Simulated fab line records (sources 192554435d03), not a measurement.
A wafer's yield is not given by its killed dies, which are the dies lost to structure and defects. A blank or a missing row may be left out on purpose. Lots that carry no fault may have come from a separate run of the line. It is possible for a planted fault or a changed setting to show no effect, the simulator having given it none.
Matching of chambers + flow n5_finfet + 4 sister chambers for N5_BEOL_M15_DESCUM_15 on rie_diel-06
The step chemistry O2, time 7.9 s. 14 wafers are shown with their chamber, then 7 later ones without.

## WAFERS, EACH WITH ITS CHAMBER
| wafer  | chamber | showerhead_plenum_p_Torr (Torr) | drypump_motor_current_A (A) | throttle_valve_pct (%) |
|--------|---------|---------------------------------|-----------------------------|------------------------|
| L074.2 | 1       | 2.01                            | 5.65                        | 20.57                  |
| L074.3 | 0       | 2.03                            | 5.57                        | 20.27                  |
| L074.5 | 0       | 2.03                            | 5.56                        | 20.28                  |
| L078.1 | 1       | 2.01                            | 5.64                        | 20.58                  |
| L078.2 | 2       | 2.26                            | 5.35                        | 20.47                  |
| L078.4 | 3       | 1.99                            | 5.84                        | 20.33                  |
| L085.3 | 0       | 2.03                            | 5.54                        | 20.31                  |
| L085.4 | 1       | 2.01                            | 5.66                        | 20.62                  |
| L085.5 | 2       | 2.25                            | 5.36                        | 20.49                  |
| L089.1 | 1       | 2.00                            | 5.63                        | 20.61                  |
| L089.2 | 3       | 1.98                            | 5.87                        | 20.35                  |
| L089.6 | 2       | 2.25                            | 5.33                        | 20.51                  |
| L091.4 | 0       | 2.02                            | 5.57                        | 20.30                  |
| L091.5 | 2       | 2.25                            | 5.33                        | 20.52                  |

SIGNATURES, as means of the wafers listed above
| reading                  | chamber 0 | chamber 1 | chamber 2 | chamber 3 | scatter within a chamber |
|--------------------------|-----------|-----------|-----------|-----------|--------------------------|
| showerhead_plenum_p_Torr | 2.0275    | 2.0075    | 2.2525    | 1.9850    | 0.00524                  |
| drypump_motor_current_A  | 5.5600    | 5.6450    | 5.3425    | 5.8550    | 0.0149                   |
| throttle_valve_pct       | 20.2900   | 20.5950   | 20.4975   | 20.3400   | 0.0209                   |
Rule: distance of a wafer from a chamber = root of the sum over the readings of ((wafer's reading minus chamber's mean) / reading's scatter) squared. The wafer belongs to the nearest chamber; if the next one is less than 2 further off, it can't be placed. The scatter: the root of (the sum of the squares of (reading less its chamber's mean) over the shown wafers, divided by (wafers less chambers)).

## WAFERS WHOSE CHAMBER IS MISSING
| wafer  | showerhead_plenum_p_Torr (Torr) | drypump_motor_current_A (A) | throttle_valve_pct (%) |
|--------|---------------------------------|-----------------------------|------------------------|
| L091.6 | 2.00                            | 5.63                        | 20.62                  |
| L092.1 | 2.24                            | 5.33                        | 20.53                  |
| L092.3 | 2.00                            | 5.64                        | 20.63                  |
| L092.4 | 2.02                            | 5.55                        | 20.31                  |
| L096.3 | 2.02                            | 5.56                        | 20.34                  |
| L096.5 | 2.02                            | 5.55                        | 20.34                  |
| L096.6 | 1.97                            | 5.88                        | 20.39                  |

## EACH ONE'S CHAMBER
| wafer  | from the rows above | in truth |
|--------|---------------------|----------|
| L091.6 | 1                   | 1        |
| L092.1 | 2                   | 2        |
| L092.3 | 1                   | 1        |
| L092.4 | 0                   | 0        |
| L096.3 | 0                   | 0        |
| L096.5 | 0                   | 0        |
| L096.6 | 3                   | 3        |
Correct placement for 7 of the 7. Number that these rows cannot place: 0. Wrongly placed: 0.
